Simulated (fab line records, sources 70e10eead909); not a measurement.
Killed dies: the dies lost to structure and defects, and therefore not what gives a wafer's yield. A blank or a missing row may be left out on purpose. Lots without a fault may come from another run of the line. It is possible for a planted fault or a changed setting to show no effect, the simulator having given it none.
The tool behind it: which one? | flow nand_harc | 32 wafers from 11 lots sampled at 6 of the route's 1159 steps

WHAT EACH GAUGE READ, for each wafer
NHARC_A_ONON_D1_THK_MEAS_11: measures by ellipsometry. Usual: thk_nm at 1002 nm, with a standard deviation of 9.
lot  | measured     | on            | thk_nm (nm)    | flag
L758 | day 8 02:09  | film_metro-02 | 1002 1000 1004 |
L761 | day 8 18:44  | film_metro-02 | 1000 999 999   |
L762 | day 9 09:43  | film_metro-01 | 1015 1015 1017 |
L765 | day 10 00:13 | film_metro-02 | 1011 1010      |
L769 | day 11 11:18 | film_metro-02 | 1007 1006 1006 |
L773 | day 12 03:26 | film_metro-01 | 1001 1001 1000 |
L774 | day 12 03:44 | film_metro-01 | 1005 1006 1006 |
L775 | day 12 15:03 | film_metro-01 | 1025 1024 1024 |
L778 | day 12 20:04 | film_metro-01 | 982 985 984    |
L777 | day 12 20:07 | film_metro-02 | 1009 1008 1010 |
L779 | day 13 14:57 | film_metro-02 | 1007 1005 1008 |

NHARC_A_CHANNEL_HOLE_D1_INSPECT_40. Usual: raw_defect_count at 62, with a standard deviation of 17.
lot  | measured     | on                | raw_defect_count    | flag
L758 | day 9 04:24  | defect_inspect-01 | 44 42 51            |
L761 | day 9 15:37  | defect_inspect-02 | 52 61 51            |
L762 | day 10 11:13 | defect_inspect-01 | 47 843 86 42 830 83 | OFF
L765 | day 10 23:29 | defect_inspect-02 | 40 876 43 866       | OFF
L769 | day 12 07:32 | defect_inspect-01 | 60 73 58            |
L773 | day 13 02:16 | defect_inspect-01 | 50 98 60            |
L774 | day 13 06:27 | defect_inspect-01 | 76 81 65            |
L775 | day 13 10:35 | defect_inspect-02 | 100 94 58           |
L778 | day 13 17:17 | defect_inspect-01 | 74 70 66            |
L777 | day 13 18:29 | defect_inspect-01 | 70 59 41            |
L779 | day 14 11:47 | defect_inspect-02 | 45 25 42            |

NHARC_END_SORT_01. Usual: killed_at_array 28, standard deviation 11; killed_at_other 0.9, standard deviation 1.2; killed_at_periphery 2.6, standard deviation 2.1; killed_dies 31, standard deviation 11; killed_open 3.1, standard deviation 1.7; killed_short 1.9, standard deviation 1.3.
lot  | measured     | on        | killed_at_array | killed_at_other | killed_at_periphery | killed_dies | killed_open | killed_short | flag
L762 | day 24 20:20 | prober-02 | 13 107 10       | 0 0 0           | 3 2 4               | 16 109 14   | 4 1 1       | 1 3 2        |
L765 | day 24 06:23 | prober-01 | 8 106           | 0 1             | 2 3                 | 10 110      | 0 1         | 0 4          |

TOOL THAT RAN EACH LOT (tool first, then ch and the chambers of the sampled wafers, then the start)
lot  | NHARC_A_CHANNEL_HOLE_D1_ETCH_39               | NHARC_A_CHANNEL_HOLE_D1_ETCH_23  | NHARC_A_CHANNEL_FILL_D1_ALD_02
L758 | rie_diel-12 ch 0,1,2, day 9 00:07 or earlier  | har_etch-02 ch 0,1, day 9 00:07  | ald_hk-03 ch 1,2,3, day 9 06:27
L761 | rie_diel-10 ch 0,1,3, day 9 11:35 or earlier  | har_etch-02 ch 0,1, day 9 11:35  | ald_hk-04 ch 0,1,2, day 9 16:02
L762 | rie_diel-01 ch 0,1, day 10 01:29              | har_etch-02 ch 0,1, day 10 06:55 | ald_hk-01 ch 0,2,3, day 10 22:00
L765 | rie_diel-01 ch 0,2, day 10 19:35 or earlier   | har_etch-02 ch 0,1, day 10 19:35 | ald_hk-03 ch 0,3, day 11 04:10
L769 | rie_diel-01 ch 0,2,3, day 12 03:35 or earlier | har_etch-01 ch 0,1, day 12 03:35 | ald_hk-01 ch 1,2,3, day 12 07:56
L773 | rie_diel-01 ch 0,1,3, day 12 22:07 or earlier | har_etch-01 ch 0,1, day 12 22:07 | ald_hk-04 ch 0,1,3, day 13 02:32
L774 | rie_diel-12 ch 0,2,3, day 13 02:17 or earlier | har_etch-01 ch 0,1, day 13 02:17 | ald_hk-01 ch 0,1,2, day 13 06:47
L775 | rie_diel-01 ch 0,2,3, day 13 06:20 or earlier | har_etch-01 ch 0,1, day 13 06:20 | ald_hk-04 ch 2,3, day 13 10:47
L778 | rie_diel-01 ch 2,3, day 13 13:03 or earlier   | har_etch-01 ch 0,1, day 13 13:03 | ald_hk-04 ch 0,1, day 13 17:38
L777 | rie_diel-10 ch 0,1,2, day 13 14:12 or earlier | har_etch-02 ch 0,1, day 13 14:12 | ald_hk-03 ch 0,2,3, day 13 18:41
L779 | rie_diel-12 ch 1,3, day 14 07:43 or earlier   | har_etch-02 ch 0,1, day 14 07:43 | ald_hk-01 ch 0,1,2, day 14 12:07
- NHARC_A_CHANNEL_HOLE_D1_ETCH_39: etches the open film in N2/H2, target depth 260 nm, time 325 s.
- NHARC_A_CHANNEL_HOLE_D1_ETCH_23: etches the open film in C4F8/O2/Ar, time 819 s, target depth 1600 nm.
- NHARC_A_CHANNEL_FILL_D1_ALD_02: deposits SiO2, target thk 6 nm, pulse time 10 s, ald cycles 60.

AS READ BY THE TOOLS THEMSELVES (means over the sampled wafers that have a number; for cases with no such wafer, the mark the record gives instead)
NHARC_A_CHANNEL_HOLE_D1_ETCH_39. Usual: for drypump_motor_current_A, 5.7 A with a standard deviation of 0.47; for h2_flow_sccm, 150.0 sccm with a standard deviation of 0.45; for n2_flow_sccm, 150.0 sccm with a standard deviation of 0.52; for oes_product_au, 1.002 a.u. with a standard deviation of 0.0086; for rf_vpp_V, 430.5 V with a standard deviation of 2.3; for showerhead_plenum_p_Torr, 2.04 Torr with a standard deviation of 0.079; for throttle_valve_pct, 14.171 % with a standard deviation of 0.0087.
lot  | tool        | drypump_motor_current_A (A) | h2_flow_sccm (sccm) | n2_flow_sccm (sccm) | oes_product_au (a.u.) | rf_vpp_V (V) | showerhead_plenum_p_Torr (Torr) | throttle_valve_pct (%) | flag
L758 | rie_diel-12 | 5.5                         | 150.0               | 149.7               | 1.002                 | 430.7        | 2.05                            | 14.169                 |
L761 | rie_diel-10 | 6.0                         | 149.7               | 150.2               | 1.005                 | 430.2        | 2.05                            | 14.167                 |
L762 | rie_diel-01 | 5.6                         | 150.0               | 149.7               | 1.004                 | 428.0        | 1.95                            | 14.172                 |
L765 | rie_diel-01 | 6.0                         | 150.0               | 149.1               | 1.006                 | 431.4        | 2.07                            | 14.168                 |
L769 | rie_diel-01 | 5.8                         | 149.9               | 150.1               | 0.996                 | 431.2        | 2.08                            | 14.169                 |
L773 | rie_diel-01 | 5.7                         | 149.7               | 149.9               | 1.014                 | 430.1        | 2.02                            | 14.166                 |
L774 | rie_diel-12 | 5.3                         | 149.9               | 150.4               | 1.000                 | 431.3        | 2.07                            | 14.171                 |
L775 | rie_diel-01 | 5.8                         | 149.7               | 150.0               | 1.009                 | 431.9        | 2.08                            | 14.181                 |
L778 | rie_diel-01 | 5.6                         | 150.2               | 150.5               | 1.012                 | 432.1        | 2.10                            | 14.174                 |
L777 | rie_diel-10 | 5.9                         | 150.3               | 149.8               | 0.997                 | 430.9        | 2.06                            | 14.171                 |
L779 | rie_diel-12 | 5.5                         | 149.5               | 149.8               | 1.009                 | 427.6        | 1.95                            | 14.178                 |

NHARC_A_CHANNEL_HOLE_D1_ETCH_23. Usual: drypump_motor_current_A 5.2 A, standard deviation 0.42; showerhead_plenum_p_Torr 3.71 Torr, standard deviation 0.11; throttle_valve_pct 32.154 %, standard deviation 0.0092.
lot  | tool        | drypump_motor_current_A (A) | showerhead_plenum_p_Torr (Torr) | throttle_valve_pct (%) | flag
L758 | har_etch-02 | 5.6                         | 3.70                            | 32.153                 |
L761 | har_etch-02 | 5.5                         | 3.70                            | 32.159                 |
L762 | har_etch-02 | 5.2                         | 3.78                            | 32.152                 |
L765 | har_etch-02 | 5.4                         | 3.73                            | 32.156                 |
L769 | har_etch-01 | 5.1                         | 3.71                            | 32.147                 |
L773 | har_etch-01 | 5.1                         | 3.65                            | 32.153                 |
L774 | har_etch-01 | 5.1                         | 3.70                            | 32.151                 |
L775 | har_etch-01 | 5.0                         | 3.65                            | 32.164                 |
L778 | har_etch-01 | 5.1                         | 3.70                            | 32.153                 |
L777 | har_etch-02 | 5.2                         | 3.76                            | 32.148                 |
L779 | har_etch-02 | 5.6                         | 3.67                            | 32.161                 |

NHARC_A_CHANNEL_FILL_D1_ALD_02. Usual: heater_power_outer_w 257 W, standard deviation 26; heater_power_w 459 W, standard deviation 35; precursor_pulse_height_rel 1.000, standard deviation 0.022.
lot  | tool      | heater_power_outer_w (W) | heater_power_w (W) | precursor_pulse_height_rel | flag
L758 | ald_hk-03 | 238                      | 426                | 0.994                      |
L761 | ald_hk-04 | 273                      | 472                | 1.010                      |
L762 | ald_hk-01 | 256                      | 458                | 1.009                      |
L765 | ald_hk-03 | 274                      | 474                | 0.998                      |
L769 | ald_hk-01 | 261                      | 475                | 1.012                      |
L773 | ald_hk-04 | 276                      | 466                | 0.988                      |
L774 | ald_hk-01 | 268                      | 485                | 1.020                      |
L775 | ald_hk-04 | 265                      | 463                | 1.014                      |
L778 | ald_hk-04 | 273                      | 493                | 1.024                      |
L777 | ald_hk-03 | 259                      | 443                | 1.004                      |
L779 | ald_hk-01 | 270                      | 482                | 1.027                      |

THE ANSWER, worked out from the rows above alone
Rule: a lot counts as off when the mean over its wafers that have a number is more than 3 standard deviations away from the usual mean. Also off: a lot with no number at a reading for which 4 or more lots have one. Any other lot the step has rows for is counted as sound. Order of review: gauges by route order, followed by the tools' own readings, for which a lot's mean as printed above is used. At the first step where some lot is off, the reading lying furthest off is the one used; lots without a number count as furthest.
Off: L762, L765, at NHARC_A_CHANNEL_HOLE_D1_INSPECT_40 (raw_defect_count).
A tool fits if, at a process step before that reading, it ran every lot that is off, and no sound lot after the first of them. Gauges at NHARC_A_CHANNEL_HOLE_D1_INSPECT_40: tried the same way as those tools. NHARC_A_CHANNEL_HOLE_D1_ETCH_39: start missing for some lots; hours and lot order therefore follow NHARC_A_CHANNEL_HOLE_D1_ETCH_23. Of those tried, none fits.

WHAT THE SIMULATOR HAD INSERTED
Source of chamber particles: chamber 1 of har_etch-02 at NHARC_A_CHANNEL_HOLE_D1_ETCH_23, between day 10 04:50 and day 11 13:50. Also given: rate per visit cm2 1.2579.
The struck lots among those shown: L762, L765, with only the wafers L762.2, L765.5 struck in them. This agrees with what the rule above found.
